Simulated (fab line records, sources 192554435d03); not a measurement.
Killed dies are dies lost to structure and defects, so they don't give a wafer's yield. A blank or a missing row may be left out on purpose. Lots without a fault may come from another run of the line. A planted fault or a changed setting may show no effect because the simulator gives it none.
Chamber matching | flow n5_finfet | N5_BEOL_M12_DEP_53 on pecvd-03: 3 sister chambers
The step deposits SiCN from 3MS/NH3, target thk 30 nm, time 10.5 s. 6 wafers are shown with their chamber, then 8 later ones without.

WAFERS WITH THEIR CHAMBER
wafer  | chamber | showerhead_plenum_p_Torr (Torr) | throttle_valve_pct (%)
L086.5 | 1       | 4.188                           | 19.2
L088.4 | 1       | 4.183                           | 18.9
L087.2 | 0       | 4.132                           | 18.5
L087.3 | 2       | 4.137                           | 18.2
L087.5 | 2       | 4.133                           | 18.1
L093.1 | 0       | 4.138                           | 18.7

WAFERS WITHOUT THEIR CHAMBER
wafer  | showerhead_plenum_p_Torr (Torr) | throttle_valve_pct (%)
L093.3 | 4.176                           | 18.9
L093.5 | 4.135                           | 18.4
L094.1 | 4.124                           | 18.5
L094.3 | 4.183                           | 19.3
L094.4 | 4.138                           | 18.3
L096.2 | 4.133                           | 18.6
L096.4 | 4.131                           | 18.7
L096.6 | 4.135                           | 17.9

WHICH CHAMBER EACH WENT THROUGH
wafer  | from the rows above     | in truth
L093.3 | 1                       | 1
L093.5 | can't be placed: 0 or 2 | 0
L094.1 | can't be placed: 0 or 2 | 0
L094.3 | 1                       | 1
L094.4 | can't be placed: 2 or 0 | 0
L096.2 | 0                       | 0
L096.4 | 0                       | 0
L096.6 | 2                       | 2
Placed correctly: 5 of 8. Can't be placed from these rows: 3 (the true chamber is among the candidates in 3). Placed wrongly: 0.
How it was worked out, from the rows above alone: a wafer's distance from a chamber is the root of the sum, over the readings, of the square of ((its reading less the chamber's mean) divided by the reading's scatter). The wafer belongs to the nearest chamber; if the next one is less than 2 further off, it can't be placed. A chamber's mean is the mean of its shown wafers. The scatter: the root of (the sum of the squares of (reading less its chamber's mean) over the shown wafers, divided by (wafers less chambers)).
